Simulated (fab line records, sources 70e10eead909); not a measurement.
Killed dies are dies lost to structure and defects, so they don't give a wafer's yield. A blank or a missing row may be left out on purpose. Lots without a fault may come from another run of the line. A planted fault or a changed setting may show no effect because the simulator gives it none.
Which tool did it? | flow nand_harc | 23 lots, 69 wafers sampled, at 6 steps of a route of 1302

WHAT THE GAUGES READ, wafer by wafer
The record holds no reading of a measuring or inspecting step that can be judged against a usual standard deviation.

WHICH TOOL RAN EACH LOT (tool, then ch and the chambers of the sampled wafers, then the start)
lot  | NHARC_A_STAIRCASE_DESCUM_186       | NHARC_A_STAIRCASE_TRIM_198     | NHARC_A_STAIRCASE_TRIM_200     | NHARC_A_STAIRCASE_TRIM_226     | NHARC_A_STAIRCASE_ETCH_227     | NHARC_A_STAIRCASE_ETCH_230
L074 | rie_diel-04 ch 2,3, day 15 17:56   | rie_diel-07 ch 1,2,3, no start | rie_diel-07 ch 0,1, no start   | rie_diel-07 ch 0,1,2, no start | rie_diel-07 ch 0,2,3, no start | rie_diel-07 ch 0,1,2, no start
L075 | rie_diel-04 ch 0,1,3, day 15 21:25 | rie_diel-08 ch 1,3, no start   | rie_diel-08 ch 1,2, no start   | rie_diel-07 ch 0,1,2, no start | rie_diel-07 ch 0,2, no start   | rie_diel-08 ch 0,1, no start
L076 | rie_diel-04 ch 0,1,2, day 16 10:52 | rie_diel-04 ch 0,2,3, no start | rie_diel-04 ch 1,3, no start   | rie_diel-07 ch 1,2, no start   | rie_diel-07 ch 1,2, no start   | rie_diel-07 ch 0,3, no start
L077 | rie_diel-04 ch 0,1,2, day 17 00:52 | rie_diel-04 ch 1,2, no start   | rie_diel-04 ch 0,2,3, no start | rie_diel-08 ch 1,2,3, no start | rie_diel-08 ch 1,2,3, no start | rie_diel-08 ch 0,1,3, no start
L079 | rie_diel-08 ch 0,1,2, day 17 14:34 | rie_diel-07 ch 0,1,2, no start | rie_diel-07 ch 0,1,3, no start | rie_diel-07 ch 0,1,3, no start | rie_diel-07 ch 0,1,2, no start | rie_diel-07 ch 0,2,3, no start
L080 | rie_diel-07 ch 1,2, day 18 02:02   | rie_diel-08 ch 1,3, no start   | rie_diel-08 ch 0,3, no start   | rie_diel-04 ch 1,2, no start   | rie_diel-04 ch 0,3, no start   | rie_diel-04 ch 2,3, no start
L081 | rie_diel-07 ch 1,2,3, day 18 02:13 | rie_diel-08 ch 0,1,3, no start | rie_diel-08 ch 0,1,3, no start | rie_diel-07 ch 0,1,3, no start | rie_diel-07 ch 0,1,3, no start | rie_diel-07 ch 0,1,2, no start
L082 | rie_diel-04 ch 1,2,3, day 18 23:46 | rie_diel-04 ch 0,1,3, no start | rie_diel-04 ch 0,2,3, no start | rie_diel-04 ch 0,1,3, no start | rie_diel-04 ch 0,2,3, no start | rie_diel-04 ch 1,2,3, no start
L083 | rie_diel-07 ch 1,2, day 19 00:11   | rie_diel-04 ch 0,2, no start   | rie_diel-04 ch 0,2, no start   | rie_diel-08 ch 0,2,3, no start | rie_diel-08 ch 1,2,3, no start | rie_diel-07 ch 1,2,3, no start
L084 | rie_diel-07 ch 0,1,2, day 20 02:32 | rie_diel-04 ch 0,2, no start   | rie_diel-04 ch 2,3, no start   | rie_diel-08 ch 0,1,3, no start | rie_diel-08 ch 1,2, no start   | rie_diel-08 ch 0,2, no start
L085 | rie_diel-04 ch 0,1, day 20 02:47   | rie_diel-08 ch 0,1, no start   | rie_diel-08 ch 1,2,3, no start | rie_diel-07 ch 1,2, no start   | rie_diel-07 ch 0,1,3, no start | rie_diel-04 ch 0,1,3, no start
L086 | rie_diel-08 ch 0,1,2, day 20 15:25 | rie_diel-04 ch 1,3, no start   | rie_diel-04 ch 1,3, no start   | rie_diel-08 ch 0,3, no start   | rie_diel-08 ch 1,2,3, no start | rie_diel-08 ch 1,3, no start
L087 | rie_diel-07 ch 1,2,3, day 21 11:55 | rie_diel-04 ch 0,1,3, no start | rie_diel-04 ch 0,1, no start   | rie_diel-08 ch 1,2,3, no start | rie_diel-08 ch 0,2,3, no start | rie_diel-07 ch 1,2, no start
L089 | rie_diel-08 ch 0,1,3, day 21 22:24 | rie_diel-08 ch 1,3, no start   | rie_diel-08 ch 1,2, no start   | rie_diel-08 ch 1,2,3, no start | rie_diel-08 ch 2,3, no start   | rie_diel-08 ch 1,2,3, no start
L088 | rie_diel-08 ch 1,2,3, day 21 23:35 | rie_diel-07 ch 0,1, no start   | rie_diel-07 ch 0,1,2, no start | rie_diel-07 ch 1,2, no start   | rie_diel-07 ch 0,3, no start   | rie_diel-04 ch 0,2,3, no start
L090 | rie_diel-07 ch 0,1,2, day 22 11:36 | rie_diel-07 ch 0,3, no start   | rie_diel-07 ch 1,2, no start   | rie_diel-04 ch 1,2,3, no start | rie_diel-04 ch 0,1,3, no start | rie_diel-04 ch 0,3, no start
L092 | rie_diel-04 ch 0,2, day 22 19:32   | rie_diel-04 ch 0,1,2, no start | rie_diel-04 ch 1,3, no start   | rie_diel-07 ch 1,3, no start   | rie_diel-07 ch 0,1,2, no start | rie_diel-04 ch 0,1,2, no start
L091 | rie_diel-07 ch 0,2, day 22 19:58   | rie_diel-04 ch 1,2, no start   | rie_diel-04 ch 0,1,3, no start | rie_diel-07 ch 1,3, no start   | rie_diel-07 ch 0,1,2, no start | rie_diel-08 ch 0,1,3, no start
L093 | rie_diel-04 ch 1,3, day 23 17:56   | rie_diel-07 ch 0,1,2, no start | rie_diel-07 ch 0,2,3, no start | rie_diel-04 ch 0,1,3, no start | rie_diel-04 ch 0,3, no start   | rie_diel-07 ch 0,2,3, no start
L094 | rie_diel-04 ch 0,3, day 24 07:31   | rie_diel-08 ch 0,2, no start   | rie_diel-08 ch 1,2,3, no start | rie_diel-07 ch 0,2,3, no start | rie_diel-07 ch 1,2,3, no start | rie_diel-04 ch 0,1,2, no start
L095 | rie_diel-04 ch 0,2, day 24 15:03   | rie_diel-04 ch 1,2, no start   | rie_diel-04 ch 0,3, no start   | rie_diel-07 ch 0,1,2, no start | rie_diel-07 ch 1,2,3, no start | rie_diel-04 ch 1,2,3, no start
L096 | rie_diel-07 ch 1,2, day 25 15:55   | rie_diel-08 ch 0,1,2, no start | rie_diel-08 ch 1,2,3, no start | rie_diel-07 ch 0,1, no start   | rie_diel-07 ch 0,1,2, no start | rie_diel-07 ch 0,2,3, no start
L097 | rie_diel-07 ch 2,3, day 25 16:11   | rie_diel-07 ch 1,2, no start   | rie_diel-07 ch 0,1,2, no start | rie_diel-08 ch 0,3, no start   | rie_diel-08 ch 2,3, no start   | rie_diel-08 ch 1,2,3, no start
- NHARC_A_STAIRCASE_DESCUM_186: chemistry O2, time 3 s.
- NHARC_A_STAIRCASE_TRIM_198: chemistry O2, time 211.2 s.
- NHARC_A_STAIRCASE_TRIM_200: chemistry O2, time 211.2 s.
- NHARC_A_STAIRCASE_TRIM_226: chemistry O2, time 211.2 s.
- NHARC_A_STAIRCASE_ETCH_227: etches the open film in C4F8/O2, target depth 100 nm, time 40.5 s.
- NHARC_A_STAIRCASE_ETCH_230: etches the open film in C4F8/O2, target depth 100 nm, time 40.5 s.

WHAT THE TOOLS THEMSELVES READ (means of the sampled wafers that have a number; where no wafer has one, the mark that the record gives instead)
NHARC_A_STAIRCASE_DESCUM_186. Usual: drypump_motor_current_A 5.9 A, standard deviation 0.35; oes_product_au 0.997 a.u., standard deviation 0.011; rf_vpp_V 57.8 V, standard deviation 0.86; showerhead_plenum_p_Torr 1.92 Torr, standard deviation 0.087; throttle_valve_pct 11.311 %, standard deviation 0.0089.
lot  | tool        | drypump_motor_current_A (A) | oes_product_au (a.u.) | rf_vpp_V (V) | showerhead_plenum_p_Torr (Torr) | throttle_valve_pct (%) | flag
L074 | rie_diel-04 | 5.9                         | 1.006                 | 57.4         | 1.88                            | 11.310                 |
L075 | rie_diel-04 | 6.1                         | 1.008                 | 57.9         | 1.86                            | 11.314                 |
L076 | rie_diel-04 | 5.9                         | 1.003                 | 57.9         | 1.92                            | 11.314                 |
L077 | rie_diel-04 | 5.9                         | 0.999                 | 57.3         | 1.92                            | 11.309                 |
L079 | rie_diel-08 | 5.9                         | 1.011                 | 57.6         | 1.98                            | 11.313                 |
L080 | rie_diel-07 | 6.0                         | 0.983                 | 58.1         | 1.92                            | 11.311                 |
L081 | rie_diel-07 | 5.6                         | 0.987                 | 57.8         | 1.95                            | 11.305                 |
L082 | rie_diel-04 | 5.9                         | 0.996                 | 57.6         | 1.87                            | 11.320                 |
L083 | rie_diel-07 | 6.0                         | 0.974                 | 56.2         | 1.92                            | 11.322                 |
L084 | rie_diel-07 | 6.1                         | 0.986                 | 57.9         | 1.90                            | 11.309                 |
L085 | rie_diel-04 | 6.1                         | 0.993                 | 58.7         | 2.01                            | 11.310                 |
L086 | rie_diel-08 | 5.9                         | 1.001                 | 57.8         | 1.97                            | 11.310                 |
L087 | rie_diel-07 | 5.7                         | 0.997                 | 57.2         | 1.94                            | 11.301                 |
L089 | rie_diel-08 | 6.0                         | 0.999                 | 58.1         | 2.01                            | 11.308                 |
L088 | rie_diel-08 | 5.8                         | 1.002                 | 58.0         | 2.00                            | 11.310                 |
L090 | rie_diel-07 | 6.1                         | 0.995                 | 57.8         | 1.89                            | 11.309                 |
L092 | rie_diel-04 | 5.8                         | 0.996                 | 57.7         | 1.87                            | 11.311                 |
L091 | rie_diel-07 | 6.3                         | 0.994                 | 57.8         | 1.87                            | 11.308                 |
L093 | rie_diel-04 | 6.0                         | 1.002                 | 58.4         | 1.91                            | 11.320                 |
L094 | rie_diel-04 | 6.1                         | 0.996                 | 58.0         | 1.96                            | 11.312                 |
L095 | rie_diel-04 | 5.8                         | 1.006                 | 59.1         | 1.87                            | 11.313                 |
L096 | rie_diel-07 | 6.1                         | 1.006                 | 58.6         | 1.94                            | 11.305                 |
L097 | rie_diel-07 | 5.8                         | 1.001                 | 58.3         | 1.97                            | 11.310                 |

NHARC_A_STAIRCASE_TRIM_198. Usual: drypump_motor_current_A 5.9 A, standard deviation 0.33; oes_product_au 1.000 a.u., standard deviation 0.01; rf_vpp_V 58.0 V, standard deviation 0.9; showerhead_plenum_p_Torr 3.57 Torr, standard deviation 0.16; throttle_valve_pct 17.036 %, standard deviation 0.0087.
lot  | tool        | drypump_motor_current_A (A) | oes_product_au (a.u.) | rf_vpp_V (V) | showerhead_plenum_p_Torr (Torr) | throttle_valve_pct (%) | flag
L074 | rie_diel-07 | 5.7                         | 0.988                 | 58.1         | 3.60                            | 17.049                 |
L075 | rie_diel-08 | 5.9                         | 0.993                 | 58.9         | 3.78                            | 17.040                 |
L076 | rie_diel-04 | 6.0                         | 0.999                 | 57.5         | 3.56                            | 17.039                 |
L077 | rie_diel-04 | 5.8                         | 1.008                 | 57.8         | 3.43                            | 17.039                 |
L079 | rie_diel-07 | 6.1                         | 0.988                 | 58.1         | 3.51                            | 17.033                 |
L080 | rie_diel-08 | 5.8                         | 1.002                 | 58.8         | 3.78                            | 17.037                 |
L081 | rie_diel-08 | 5.9                         | 1.009                 | 58.0         | 3.71                            | 17.027                 |
L082 | rie_diel-04 | 6.1                         | 1.001                 | 57.7         | 3.61                            | 17.042                 |
L083 | rie_diel-04 | 5.8                         | 1.003                 | 57.9         | 3.47                            | 17.042                 |
L084 | rie_diel-04 | 6.0                         | 0.998                 | 58.5         | 3.63                            | 17.041                 |
L085 | rie_diel-08 | 6.1                         | 1.009                 | 58.4         | 3.63                            | 17.036                 |
L086 | rie_diel-04 | 6.0                         | 1.012                 | 57.7         | 3.50                            | 17.025                 |
L087 | rie_diel-04 | 6.1                         | 0.993                 | 58.0         | 3.60                            | 17.037                 |
L089 | rie_diel-08 | 5.9                         | 0.996                 | 59.2         | 3.75                            | 17.024                 |
L088 | rie_diel-07 | 6.2                         | 0.989                 | 57.2         | 3.40                            | 17.042                 |
L090 | rie_diel-07 | 5.8                         | 0.992                 | 58.0         | 3.45                            | 17.036                 |
L092 | rie_diel-04 | 5.9                         | 1.001                 | 56.8         | 3.51                            | 17.042                 |
L091 | rie_diel-04 | 5.8                         | 1.015                 | 57.8         | 3.41                            | 17.039                 |
L093 | rie_diel-07 | 6.1                         | 0.997                 | 58.1         | 3.49                            | 17.038                 |
L094 | rie_diel-08 | 5.8                         | 0.994                 | 59.1         | 3.53                            | 17.035                 |
L095 | rie_diel-04 | 5.7                         | 1.008                 | 58.1         | 3.35                            | 17.034                 |
L096 | rie_diel-08 | 5.9                         | 0.988                 | 58.0         | 3.59                            | 17.040                 |
L097 | rie_diel-07 | 6.0                         | 1.001                 | 57.5         | 3.51                            | 17.039                 |

NHARC_A_STAIRCASE_TRIM_200. Usual: drypump_motor_current_A 5.9 A, standard deviation 0.33; oes_product_au 0.998 a.u., standard deviation 0.01; rf_vpp_V 57.7 V, standard deviation 0.9; showerhead_plenum_p_Torr 3.56 Torr, standard deviation 0.16; throttle_valve_pct 17.035 %, standard deviation 0.0086.
lot  | tool        | drypump_motor_current_A (A) | oes_product_au (a.u.) | rf_vpp_V (V) | showerhead_plenum_p_Torr (Torr) | throttle_valve_pct (%) | flag
L074 | rie_diel-07 | 6.2                         | 0.979                 | 57.9         | 3.43                            | 17.028                 |
L075 | rie_diel-08 | 5.8                         | 1.001                 | 57.5         | 3.71                            | 17.040                 |
L076 | rie_diel-04 | 6.1                         | 0.999                 | 57.8         | 3.54                            | 17.042                 |
L077 | rie_diel-04 | 6.0                         | 1.003                 | 57.7         | 3.56                            | 17.037                 |
L079 | rie_diel-07 | 5.7                         | 0.986                 | 57.5         | 3.50                            | 17.038                 |
L080 | rie_diel-08 | 6.1                         | 1.014                 | 57.6         | 3.64                            | 17.037                 |
L081 | rie_diel-08 | 6.0                         | 1.009                 | 57.5         | 3.71                            | 17.039                 |
L082 | rie_diel-04 | 6.0                         | 0.994                 | 57.3         | 3.55                            | 17.037                 |
L083 | rie_diel-04 | 5.8                         | 0.998                 | 57.6         | 3.47                            | 17.038                 |
L084 | rie_diel-04 | 5.8                         | 0.998                 | 56.9         | 3.38                            | 17.031                 |
L085 | rie_diel-08 | 5.8                         | 1.013                 | 57.9         | 3.69                            | 17.036                 |
L086 | rie_diel-04 | 6.0                         | 1.003                 | 57.3         | 3.50                            | 17.033                 |
L087 | rie_diel-04 | 6.0                         | 1.006                 | 57.4         | 3.57                            | 17.045                 |
L089 | rie_diel-08 | 5.8                         | 1.004                 | 57.7         | 3.68                            | 17.034                 |
L088 | rie_diel-07 | 6.1                         | 0.996                 | 57.7         | 3.50                            | 17.033                 |
L090 | rie_diel-07 | 6.1                         | 1.000                 | 58.4         | 3.59                            | 17.036                 |
L092 | rie_diel-04 | 6.1                         | 0.993                 | 57.7         | 3.51                            | 17.034                 |
L091 | rie_diel-04 | 6.1                         | 0.997                 | 58.0         | 3.59                            | 17.031                 |
L093 | rie_diel-07 | 5.8                         | 0.992                 | 58.0         | 3.54                            | 17.047                 |
L094 | rie_diel-08 | 5.8                         | 0.998                 | 57.8         | 3.67                            | 17.034                 |
L095 | rie_diel-04 | 6.2                         | 0.993                 | 57.6         | 3.69                            | 17.032                 |
L096 | rie_diel-08 | 5.8                         | 1.000                 | 56.9         | 3.66                            | 17.033                 |
L097 | rie_diel-07 | 6.2                         | 0.998                 | 57.8         | 3.48                            | 17.040                 |

NHARC_A_STAIRCASE_TRIM_226. Usual: drypump_motor_current_A 5.9 A, standard deviation 0.42; oes_product_au 0.996 a.u., standard deviation 0.0097; rf_vpp_V 57.8 V, standard deviation 0.96; showerhead_plenum_p_Torr 3.58 Torr, standard deviation 0.13; throttle_valve_pct 17.037 %, standard deviation 0.008.
lot  | tool        | drypump_motor_current_A (A) | oes_product_au (a.u.) | rf_vpp_V (V) | showerhead_plenum_p_Torr (Torr) | throttle_valve_pct (%) | flag
L074 | rie_diel-07 | 6.1                         | 0.990                 | 58.9         | 3.52                            | 17.039                 |
L075 | rie_diel-07 | 6.2                         | 0.982                 | 57.4         | 3.52                            | 17.039                 |
L076 | rie_diel-07 | 6.1                         | 0.987                 | 58.1         | 3.61                            | 17.043                 |
L077 | rie_diel-08 | 5.8                         | 0.996                 | 57.7         | 3.70                            | 17.030                 |
L079 | rie_diel-07 | 5.7                         | 0.991                 | 57.7         | 3.50                            | 17.031                 |
L080 | rie_diel-04 | 5.9                         | 1.002                 | 55.9         | 3.43                            | 17.034                 |
L081 | rie_diel-07 | 5.7                         | 0.979                 | 57.5         | 3.50                            | 17.035                 |
L082 | rie_diel-04 | 6.1                         | 0.997                 | 57.3         | 3.61                            | 17.031                 |
L083 | rie_diel-08 | 5.9                         | 1.001                 | 59.0         | 3.63                            | 17.030                 |
L084 | rie_diel-08 | 6.0                         | 1.003                 | 59.0         | 3.70                            | 17.036                 |
L085 | rie_diel-07 | 6.0                         | 0.982                 | 57.4         | 3.59                            | 17.032                 |
L086 | rie_diel-08 | 6.1                         | 1.004                 | 57.4         | 3.63                            | 17.041                 |
L087 | rie_diel-08 | 5.8                         | 1.000                 | 58.8         | 3.68                            | 17.036                 |
L089 | rie_diel-08 | 5.8                         | 0.998                 | 58.2         | 3.68                            | 17.038                 |
L088 | rie_diel-07 | 6.0                         | 0.994                 | 57.3         | 3.52                            | 17.037                 |
L090 | rie_diel-04 | 5.9                         | 1.002                 | 57.7         | 3.44                            | 17.035                 |
L092 | rie_diel-07 | 5.2                         | 0.988                 | 58.4         | 3.57                            | 17.036                 |
L091 | rie_diel-07 | 5.6                         | 0.988                 | 57.7         | 3.51                            | 17.034                 |
L093 | rie_diel-04 | 6.1                         | 1.005                 | 57.7         | 3.59                            | 17.036                 |
L094 | rie_diel-07 | 5.8                         | 1.000                 | 57.8         | 3.54                            | 17.043                 |
L095 | rie_diel-07 | 6.2                         | 0.994                 | 56.9         | 3.48                            | 17.032                 |
L096 | rie_diel-07 | 6.2                         | 0.989                 | 56.8         | 3.38                            | 17.036                 |
L097 | rie_diel-08 | 5.9                         | 1.001                 | 58.4         | 3.67                            | 17.034                 |

NHARC_A_STAIRCASE_ETCH_227. Usual: oes_product_au 0.941 a.u., standard deviation 0.01; rf_vpp_V 898 V, standard deviation 5.
lot  | tool        | oes_product_au (a.u.) | rf_vpp_V (V) | flag
L074 | rie_diel-07 | 0.936                 | 897          |
L075 | rie_diel-07 | 0.935                 | 894          |
L076 | rie_diel-07 | 0.930                 | 899          |
L077 | rie_diel-08 | 0.948                 | 902          |
L079 | rie_diel-07 | 0.926                 | 896          |
L080 | rie_diel-04 | 0.936                 | 900          |
L081 | rie_diel-07 | 0.935                 | 895          |
L082 | rie_diel-04 | 0.938                 | 897          |
L083 | rie_diel-08 | 0.950                 | 901          |
L084 | rie_diel-08 | 0.942                 | 899          |
L085 | rie_diel-07 | 0.936                 | 894          |
L086 | rie_diel-08 | 0.949                 | 902          |
L087 | rie_diel-08 | 0.951                 | 900          |
L089 | rie_diel-08 | 0.943                 | 901          |
L088 | rie_diel-07 | 0.937                 | 896          |
L090 | rie_diel-04 | 0.944                 | 899          |
L092 | rie_diel-07 | 0.934                 | 895          |
L091 | rie_diel-07 | 0.942                 | 894          |
L093 | rie_diel-04 | 0.930                 | 902          |
L094 | rie_diel-07 | 0.938                 | 897          |
L095 | rie_diel-07 | 0.940                 | 897          |
L096 | rie_diel-07 | 0.935                 | 894          |
L097 | rie_diel-08 | 0.947                 | 898          |

NHARC_A_STAIRCASE_ETCH_230. Usual: oes_product_au 0.949 a.u., standard deviation 0.017; rf_vpp_V 898 V, standard deviation 5.3.
lot  | tool        | oes_product_au (a.u.) | rf_vpp_V (V) | flag
L074 | rie_diel-07 | 0.928                 | 896          |
L075 | rie_diel-08 | 0.978                 | 899          |
L076 | rie_diel-07 | 0.934                 | 894          |
L077 | rie_diel-08 | 0.956                 | 902          |
L079 | rie_diel-07 | 0.921                 | 897          |
L080 | rie_diel-04 | 0.945                 | 894          |
L081 | rie_diel-07 | 0.935                 | 895          |
L082 | rie_diel-04 | 0.942                 | 894          |
L083 | rie_diel-07 | 0.954                 | 898          |
L084 | rie_diel-08 | 0.957                 | 896          |
L085 | rie_diel-04 | 0.953                 | 899          |
L086 | rie_diel-08 | 0.951                 | 904          |
L087 | rie_diel-07 | 0.963                 | 897          |
L089 | rie_diel-08 | 0.940                 | 901          |
L088 | rie_diel-04 | 0.970                 | 896          |
L090 | rie_diel-04 | 0.929                 | 902          |
L092 | rie_diel-04 | 0.977                 | 895          |
L091 | rie_diel-08 | 0.928                 | 901          |
L093 | rie_diel-07 | 0.962                 | 896          |
L094 | rie_diel-04 | 0.961                 | 894          |
L095 | rie_diel-04 | 0.975                 | 893          |
L096 | rie_diel-07 | 0.944                 | 896          |
L097 | rie_diel-08 | 0.944                 | 900          |

THE ANSWER, worked out from the rows above alone
Rule: a lot is off if the mean of its wafers that have a number lies more than 3 standard deviations from the usual mean. A lot without any number at a reading at which 4 lots or more have one is off too. The other lots that the step has rows for count as sound. The gauges are gone through in route order, then the tools' own readings, and for those a lot's mean is taken as printed above. The first step at which some lot is off is used, and at that step the reading that is off furthest; a lot without a number counts as furthest.
No lot is off at any reading shown: from this, nothing can be told.

WHAT THE SIMULATOR HAD PUT IN
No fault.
